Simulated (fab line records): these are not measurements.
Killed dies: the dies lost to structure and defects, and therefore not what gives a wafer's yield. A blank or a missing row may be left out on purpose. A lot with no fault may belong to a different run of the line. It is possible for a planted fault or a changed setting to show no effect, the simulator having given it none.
Comparing a struck lot with a sound one | flow n5-finfet | 37 out of 1938 route steps
Sound: wafers L216.2, L216.4, L216.5. Wafers struck: L211.1, L211.3, L211.5. Last of all comes the cause.
Order at every step that has rows: each side's tool, ch and its chambers, its first start. Under that, the readings that differ: sound wafers | struck wafers | difference of the means | sigmas: that difference in standard deviations of wafers without a fault.
alike: words and numbers the same on both sides, and readings whose means are apart by under 2 such deviations; not compared: readings that were withheld, readings missing a value for some wafer, numbers with overlapping values and no deviation given by the record, and bounds like >300 which may hide the same value.
A row with sigmas, a row that says differs or no value, or rows on one side alone: a step with any of these is where the two part. Numbers that have no deviation but don't overlap get no sigmas and don't part them. Lack of a reading on every wafer of one side parts them only where that side has two or more wafers.

first, 9 steps without rows for these wafers: N5_BEOL_M4_ANNEAL_95 (time 240 s); N5_BEOL_M4_SPUTTER_96 (material Cu, target thk 4.5 nm, time 8.29 s); N5_BEOL_M4_ECD_50 (material Cu, target thk 300 nm); N5_BEOL_M4_ANNEAL_51 (time 90 s); N5_BEOL_M4_CMP_52 (polishes, stops on SiOC, t overpolish 6.8 s, target thk 40 nm); N5_BEOL_M4_PRE_CLEAN_60 (time 15 s); N5_BEOL_M4_CO_CAP_55 (material Co, precursor CCTBA/H2, target thk 2 nm, time 102.1 s); N5_BEOL_M4_PRE_CLEAN_56 (time 15 s); N5_BEOL_M4_DEP_57 (deposits SiCN from 3MS/NH3, target thk 8 nm, time 14 s).
N5_BEOL_M4_RC_MEAS_101:
  sound on prober-01 ch 0, day 14 20:31; struck on prober-01 ch 0, day 13 17:16
  alike: DIBL_N, DIBL_P, IOFF_N, IOFF_P, ION_N, ION_P, SS_N, SS_P, VT_N, VT_P
then, 24 steps without rows for these wafers: N5_BEOL_M5_ILD_DEP_00 (deposits SiCOH lowk from DEMS/porogen, target thk 140.64 nm, time 25.9 s); N5_BEOL_M5_CURE_79 (cures SiCOH lowk, time 240 s); N5_BEOL_M5_PECVD_70 (deposits SiO2 from TEOS/O2, target thk 16 nm, time 18 s); N5_BEOL_M5_HM_DEP_02 (deposits TiN, target thk 20 nm); N5_BEOL_M5_COAT_59 (time 60 s, resist thk 60 nm); N5_BEOL_M5_COAT_60 (time 60 s, resist thk 12 nm); N5_BEOL_M5_COAT_71 (time 60 s, resist thk 5 nm); N5_BEOL_M5_COAT_05 (resist thk 30 nm); N5_BEOL_M5_EBR_07; N5_BEOL_M5_SOFTBAKE_06 (time 60 s); N5_BEOL_M5_EXPOSE_08 (exposes mask M5, target cd 28 nm); N5_BEOL_M5_PEB_09 (peb time 60 s); N5_BEOL_M5_DEVELOP_10 (develop time 30 s); N5_BEOL_M5_DESCUM_16 (chemistry O2, time 7 s); N5_BEOL_M5_ETCH_72 (etches underlayer in N2/H2, target depth 6.5 nm, time 5.2 s); N5_BEOL_M5_ETCH_61 (etches SiARC in CF4, target depth 15.6 nm, time 26 s); N5_BEOL_M5_ETCH_62 (etches SOC in N2/H2, target depth 75 nm, overetch 15 nm, time 112.5 s); N5_BEOL_M5_STRIP_63 (strips in N2/H2); N5_BEOL_M5_STRIP_73 (strips in N2/H2); N5_BEOL_M5_STRIP_64 (strips in CF4); N5_BEOL_M5_HM_OPEN_17 (chemistry Cl2/BCl3, target TiN, target depth 20 nm, overetch 6 nm); N5_BEOL_M5_STRIP_19 (strips in O2); N5_BEOL_M5_COAT_65 (time 60 s, resist thk 60 nm); N5_BEOL_M5_COAT_66 (time 60 s, resist thk 12 nm).
-- here the record skips 2 days between the struck wafers' starts before and after, leaving off in module BEOL_M5 and picking up in module BEOL_M10 (first step shown: number 1507 of the route) --
N5_BEOL_M10_ETCH_66: etches SOC in N2/H2, target depth 120 nm, overetch 24 nm, time 180 s.
  sound on rie-diel-06 ch 0,1,3, day 17 03:08; struck on rie-diel-06 ch 1,2,3, day 15 23:33
  no value came back on the struck wafers for any of 8 readings (bias-w (W), chamber-pressure-mTorr (mTorr) and others); on the sound wafers bias-w (W) reads 149.9 150.7 149.5
  reading                                       | sound          | struck         | difference | sigmas
  model.CAR-ArF_of_BEOL_M10_COAT_22.thk-nm (nm) | 0 0 0          | 55.6 55.8 55.8 | +55.7      |
  model.SiARC_of_BEOL_M10_COAT_64.thk-nm (nm)   | 22.8 22.8 22.8 | 30 30 30       | +7         |
  not compared: rf-hours-counter-h
N5_BEOL_M10_VIA_ETCH_34: etches SiCOH lowk in C4F6/O2, target depth 184.5 nm, time 69.2 s.
  sound on rie-diel-06 ch 0,1,3, day 17 03:16; struck on rie-diel-06 ch 1,2,3, day 15 23:40
  reading               | sound          | struck         | difference | sigmas
  oes-product-au (a.u.) | 0.72 0.71 0.82 | 0.33 0.27 0.28 | -0.46      | -5
  alike: C4F6_flow_sccm, O2_flow_sccm, bias-w, drypump-motor-current-A, mfc-ar-sccm, oes_o_777_au, rf-vpp-V, showerhead-plenum-p-Torr, throttle-valve-pct
  not compared: rf-hours-counter-h
-- the record jumps here: 2 days lie between the struck wafers' starts before and after (it left off in module BEOL_M10 and takes up again in module PASSIVATION, whose first step shown is number 1936 of the route) --
N5_PASSIVATION_PROBE_49:
  record: rows for the struck wafers here (prober-02, day 18 00:57), none for the sound ones

## WHERE THEY PART
Last at N5_PASSIVATION_PROBE_49 as far as this record goes, first at N5_BEOL_M10_ETCH_66.

WHY: what had been put in by the simulator
Whole step skipped at N5_BEOL_M10_ETCH_66 on rie-diel-06, starting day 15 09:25. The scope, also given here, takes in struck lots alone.
